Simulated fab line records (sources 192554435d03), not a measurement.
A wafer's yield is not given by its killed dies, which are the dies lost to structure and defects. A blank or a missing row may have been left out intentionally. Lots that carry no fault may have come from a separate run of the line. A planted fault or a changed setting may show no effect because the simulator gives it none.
Matching of chambers -- flow n5-finfet -- N5_ZERO_LAYER_ETCH_17 on rie-diel-06: 4 sister chambers
The step etches SiO2 in CF4, target depth 12 nm, time 13.3 s. 4 wafers are shown with their chamber, then 12 later ones without.

## WAFERS WITH THEIR CHAMBER
wafer,chamber,showerhead-plenum-p-Torr (Torr)
L083.4,3,2.24
L086.2,2,2.06
L086.3,0,2.20
L086.4,1,2.06

## WAFERS MISSING THEIR CHAMBER
wafer,showerhead-plenum-p-Torr (Torr)
L087.2,2.06
L087.3,2.20
L087.4,2.24
L090.1,2.06
L090.2,2.20
L090.4,2.06
L095.3,2.05
L095.4,2.20
L095.5,2.05
L096.2,2.23
L096.3,2.05
L096.5,2.23

## EACH ONE'S CHAMBER
wafer,from the rows above,in truth
L087.2,can't be placed: 1 or 2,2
L087.3,0,0
L087.4,3,3
L090.1,can't be placed: 1 or 2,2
L090.2,0,0
L090.4,can't be placed: 1 or 2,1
L095.3,can't be placed: 1 or 2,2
L095.4,0,0
L095.5,can't be placed: 1 or 2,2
L096.2,3,3
L096.3,can't be placed: 1 or 2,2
L096.5,3,3
6 of 12 placed correctly. From these rows, 6 cannot be placed; in 6 the true chamber is one of the candidates. Number placed wrongly: 0.
How it was worked out, from the rows above alone: a wafer's distance from a chamber is the root of the sum, over the readings, of the square of ((its reading less the chamber's mean) divided by the reading's scatter). The wafer belongs to the nearest chamber; if the next one is less than 2 further off, it can't be placed. The mean given for a chamber averages the wafers shown for that chamber. The scatter (one wafer shown for each chamber): square how far every hidden wafer sits from the nearest shown wafer, average those squares and take the square root.
